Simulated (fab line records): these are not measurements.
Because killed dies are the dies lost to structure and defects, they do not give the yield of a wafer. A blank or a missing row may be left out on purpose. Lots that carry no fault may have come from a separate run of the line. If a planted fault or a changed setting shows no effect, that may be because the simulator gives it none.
fab line records	flow n5_finfet	part 2 of 2: steps 22 to 32 of 32
record lots=5	wafers=15	last_day=17
route steps=1938 shown TV_LITHO@1875 TV_OPEN@1887 PAD_METAL@1893 PASSIVATION@1897
lots untouched by any fault: they come from a run of this same line in which no faults occurred
start_h: start of the lot's first displayed wafer, in hours after the record's first day	wait_h: time in hours since the lot's previous step	" same as the row above	L1.1+2: several wafers, shown together as one row	- either no value or no given start	* or withheld: withheld	< > ~ a bound
route shown NAME@n: a module of which the file shows steps, and the number in the route of the first	usual: mean and standard deviation over wafers with no fault	same: alike in all rows	chamber/n: place in a boat	sites: readings site by site	_std_site: standard deviation across them	_edge_site: inner sites' mean taken away from outer sites' mean	radius_mm: for every site, how far away it sits from the centre of the wafer	mask NAME#n: copy n	behind: the last tool/chamber to shape the wafer	hold: the reason the lot was held/the length of the hold in hours/how it ended	device: which transistor (n, p or np) failed to switch	end of line: tests run on the same wafers once the route is complete	a step without rows: its recipe alone	killed: at the first sort, the dies lost to defects and structure; wafer yield is something else	map: shows each die of a wafer: x if killed, . if not, _ if none is there
set.NAME: the setting that was run; set.NAME@STEP: the one run at that earlier step	model.NAME: the simulator's own value behind a step, which no gauge read
lots at some steps of the route; a table a step, a row a wafer
services: a tool's chamber out of use, with start hour (start_h, from the record's first day; less than 0 if before it), hours out, and reason
## steps
# step N5_PASSIVATION_AL_DEP_21
# recipe material=Al	target_thk_a=28000	temp_c=400	time_s=170	power_w=30000	chamber_pressure_pa=0.4	gas=Ar
# usual cathode_dc_power_W=30000/5.5	susceptor_temp_C=400.01/0.24	throttle_valve_pct=29.9/0.74
lot.wafer	tool	chamber	start_h	wait_h	cathode_dc_power_W	susceptor_temp_C	throttle_valve_pct
L084.2	pvd_sputter-01	-	319.34	0.1	30004	400.28	30.4
L084.5	"	-	"	"	29993	400.47	30.3
L084.6	"	-	"	"	29995	400.27	30.0
L083.3	pvd_sputter-02	-	319.69	0.1	30001	400.10	30.7
L083.4	"	-	"	"	29996	400.29	29.6
L083.6	"	-	"	"	29996	400.32	30.9
L088.1	pvd_sputter-03	-	349.87	0.1	30005	400.30	30.1
L088.2	"	-	"	"	30002	399.55	29.9
L088.4	"	-	"	"	30009	400.53	29.2
L093.4	pvd_sputter-03	-	394.50	0.1	30005	399.67	29.9
L093.5	"	-	"	"	30001	400.45	30.1
L093.6	"	-	"	"	30003	399.81	29.7
L097.2	pvd_sputter-03	-	403.56	0.1	29998	399.92	30.1
L097.4	"	-	"	"	29997	400.41	31.2
L097.5	"	-	"	"	30009	399.84	30.2
# step N5_PASSIVATION_HMDS_23
# recipe time_s=60	temp_c=120
# usual exhaust_pa=44.7/0.89
lot.wafer	tool	chamber	start_h	wait_h	exhaust_pa
L084.2	litho_track-04	0	319.52	0.1	43.9
L084.5	"	0	"	"	45.4
L084.6	"	0	"	"	45.2
L083.3	litho_track-04	0	319.88	0.1	44.3
L083.4	"	0	"	"	45.2
L083.6	"	0	"	"	45.4
L088.1	litho_track-03	0	350.07	0.1	43.7
L088.2	"	0	"	"	45.5
L088.4	"	0	"	"	44.6
L093.4	litho_track-05	0	394.69	0.1	44.5
L093.5	"	0	"	"	44.8
L093.6	"	0	"	"	45.1
L097.2	litho_track-04	0	403.74	0.1	46.5
L097.4	"	0	"	"	44.3
L097.5	"	0	"	"	42.4
# step N5_PASSIVATION_COAT_24
# recipe spin_rpm=3000	resist_thk_nm=withheld
# usual exhaust_pa=44.9/0.92
lot.wafer	tool	chamber	start_h	wait_h	exhaust_pa
L084.2	litho_track-04	0	-	-	44.7
L084.5	"	0	"	"	44.2
L084.6	"	0	"	"	45.4
L083.3	litho_track-04	0	-	-	42.8
L083.4	"	0	"	"	44.6
L083.6	"	0	"	"	45.6
L088.1	litho_track-03	0	-	-	46.4
L088.2	"	0	"	"	44.7
L088.4	"	0	"	"	44.2
L093.4	litho_track-05	0	-	-	45.2
L093.5	"	0	"	"	45.4
L093.6	"	0	"	"	44.5
L097.2	litho_track-04	0	-	-	45.0
L097.4	"	0	"	"	46.5
L097.5	"	0	"	"	45.1
# step N5_PASSIVATION_EBR_26
# recipe solvent=PGMEA	ebr_width_mm=1.5
# usual exhaust_pa=45.1/0.89
lot.wafer	tool	chamber	start_h	wait_h	exhaust_pa
L084.2	litho_track-04	0	-	-	47.2
L084.5	"	0	"	"	47.8
L084.6	"	0	"	"	45.1
L083.3	litho_track-04	0	-	-	46.2
L083.4	"	0	"	"	45.4
L083.6	"	0	"	"	45.3
L088.1	litho_track-03	0	-	-	45.0
L088.2	"	0	"	"	45.4
L088.4	"	0	"	"	45.0
L093.4	litho_track-05	0	-	-	45.9
L093.5	"	0	"	"	46.6
L093.6	"	0	"	"	45.3
L097.2	litho_track-04	0	-	-	44.1
L097.4	"	0	"	"	43.9
L097.5	"	0	"	"	43.5
# step N5_PASSIVATION_SOFTBAKE_25
# recipe temp_c=100	time_s=90
# usual exhaust_pa=45.1/0.81
lot.wafer	tool	chamber	start_h	wait_h	exhaust_pa
L084.2	litho_track-04	0	-	-	44.6
L084.5	"	0	"	"	44.3
L084.6	"	0	"	"	45.7
L083.3	litho_track-04	0	-	-	45.5
L083.4	"	0	"	"	43.5
L083.6	"	0	"	"	43.9
L088.1	litho_track-03	0	-	-	43.6
L088.2	"	0	"	"	44.4
L088.4	"	0	"	"	43.8
L093.4	litho_track-05	0	-	-	45.1
L093.5	"	0	"	"	44.8
L093.6	"	0	"	"	44.5
L097.2	litho_track-04	0	-	-	44.9
L097.4	"	0	"	"	44.3
L097.5	"	0	"	"	43.3
# step N5_PASSIVATION_EXPOSE_27
# recipe mask_id=PAD	na=0.55	source_shape=conventional	sigma_outer=0.8	polarization=unpolarized	defocus_nm=0	dose_mj=32.3
# same na=0.55
lot.wafer	tool	chamber	start_h	wait_h	mask
L084.2+5+6	krf_scanner-01	0	319.76	-	PAD#0
L083.3+4+6	krf_scanner-01	0	320.00	-	PAD#0
L088.1+2+4	krf_scanner-02	0	350.17	-	PAD#0
L093.4+5+6	krf_scanner-01	0	394.94	-	PAD#0
L097.2+4+5	krf_scanner-02	0	403.86	-	PAD#0
# step N5_PASSIVATION_PEB_28
# recipe peb_temp_c=withheld	peb_time_s=*
# usual exhaust_pa=45.2/0.86
lot.wafer	tool	chamber	start_h	wait_h	exhaust_pa
L084.2	litho_track-05	0	319.81	0.0	44.3
L084.5	"	0	"	"	43.1
L084.6	"	0	"	"	44.1
L083.3	litho_track-04	0	320.05	0.0	44.3
L083.4	"	0	"	"	44.7
L083.6	"	0	"	"	44.8
L088.1	litho_track-03	0	350.23	0.1	45.3
L088.2	"	0	"	"	45.5
L088.4	"	0	"	"	46.3
L093.4	litho_track-05	0	394.98	0.0	44.3
L093.5	"	0	"	"	45.0
L093.6	"	0	"	"	45.4
L097.2	litho_track-04	0	403.91	0.0	45.7
L097.4	"	0	"	"	46.2
L097.5	"	0	"	"	46.0
# step N5_PASSIVATION_DEVELOP_29
# recipe develop_time_s=60	rinse_liquid=diw	dry=air_spin	dev_temp_c=21
# usual exhaust_pa=45.0/0.81
lot.wafer	tool	chamber	start_h	wait_h	exhaust_pa
L084.2	litho_track-05	0	-	-	44.1
L084.5	"	0	"	"	45.9
L084.6	"	0	"	"	44.5
L083.3	litho_track-04	0	-	-	46.1
L083.4	"	0	"	"	44.9
L083.6	"	0	"	"	44.9
L088.1	litho_track-03	0	-	-	44.5
L088.2	"	0	"	"	45.0
L088.4	"	0	"	"	44.8
L093.4	litho_track-05	0	-	-	46.2
L093.5	"	0	"	"	46.5
L093.6	"	0	"	"	45.3
L097.2	litho_track-04	0	-	-	45.2
L097.4	"	0	"	"	44.7
L097.5	"	0	"	"	43.5
# step N5_PASSIVATION_HARDBAKE_31
# recipe temp_c=130	time_s=120
# usual exhaust_pa=44.9/1
lot.wafer	tool	chamber	start_h	wait_h	exhaust_pa
L084.2	litho_track-05	0	-	-	44.8
L084.5	"	0	"	"	44.5
L084.6	"	0	"	"	44.3
L083.3	litho_track-04	0	-	-	45.5
L083.4	"	0	"	"	46.4
L083.6	"	0	"	"	45.4
L088.1	litho_track-03	0	-	-	45.7
L088.2	"	0	"	"	44.9
L088.4	"	0	"	"	45.4
L093.4	litho_track-05	0	-	-	44.9
L093.5	"	0	"	"	44.3
L093.6	"	0	"	"	45.9
L097.2	litho_track-04	0	-	-	42.5
L097.4	"	0	"	"	43.8
L097.5	"	0	"	"	44.6
# step N5_PASSIVATION_CD_MEAS_30
# recipe target_cd_nm=4000	landing_energy_ev=500	detector=se_inlens	polarity=opening
# usual cd_nm=3999.5/2.2
lot.wafer	tool	chamber	start_h	wait_h	cd_nm
L084.2	cd_sem-01	0	319.93	-	4001.3
L084.5	"	0	"	"	3996.6
L084.6	"	0	"	"	3999.4
L083.3	cd_sem-03	0	320.17	-	4000.3
L083.4	"	0	"	"	4003.2
L083.6	"	0	"	"	3997.4
L088.1	cd_sem-01	0	350.35	-	4000.6
L088.2	"	0	"	"	3998.2
L088.4	"	0	"	"	3999.8
L093.4	cd_sem-03	0	395.11	-	3998.3
L093.5	"	0	"	"	4002.7
L093.6	"	0	"	"	3998.6
L097.2	cd_sem-01	0	404.03	-	4001.6
L097.4	"	0	"	"	4000.7
L097.5	"	0	"	"	4003.5
# step N5_PASSIVATION_OVL_MEAS_63
# recipe points_per_wafer=44
# usual PAD_OVL=0/5.5
lot.wafer	tool	chamber	start_h	wait_h	PAD_OVL[nm]
L084.2	overlay-01	0	319.96	0.0	-8
L084.5	"	0	"	"	-11
L084.6	"	0	"	"	-6
L083.3	overlay-01	0	320.20	0.0	-7
L083.4	"	0	"	"	-6
L083.6	"	0	"	"	-3
L088.1	overlay-01	0	350.38	0.0	-2
L088.2	"	0	"	"	-1
L088.4	"	0	"	"	-1
L093.4	overlay-02	0	395.13	0.0	-2
L093.5	"	0	"	"	13
L093.6	"	0	"	"	3
L097.2	overlay-01	0	404.06	0.0	-2
L097.4	"	0	"	"	-4
L097.5	"	0	"	"	2
## services
tool	chamber	start_h	hours	kind
krf_scanner-01	-	298.39	9.9	repair
rie_diel-01	-	300.50	2.8	pm
litho_track-05	-	312.83	-	consumable_replace:filter
krf_scanner-01	-	320.75	0.8	pm
krf_scanner-02	-	321.50	1.0	pm
rie_diel-02	2	337.78	-	clean
rie_diel-02	2	337.78	-	consumable_replace:focus_ring
rie_diel-02	2	337.78	16.5	scheduled_down
rie_diel-02	2	337.78	16.5	vent_cycle
krf_scanner-01	-	353.49	1.0	pm
rie_diel-02	0	354.31	-	clean
rie_diel-02	0	354.31	-	consumable_replace:focus_ring
rie_diel-02	0	354.31	14.8	scheduled_down
rie_diel-02	0	354.31	14.8	vent_cycle
krf_scanner-01	-	360.04	24.0	repair
rie_diel-03	3	379.49	-	clean
rie_diel-03	3	379.49	-	consumable_replace:focus_ring
rie_diel-03	3	379.49	-	consumable_replace:showerhead
rie_diel-03	3	379.49	20.2	scheduled_down
rie_diel-03	3	379.49	20.2	vent_cycle
pvd_sputter-02	-	382.78	4.8	repair
krf_scanner-02	-	384.11	0.8	pm
krf_scanner-01	-	387.97	1.3	pm
krf_scanner-01	-	399.01	4.4	pm
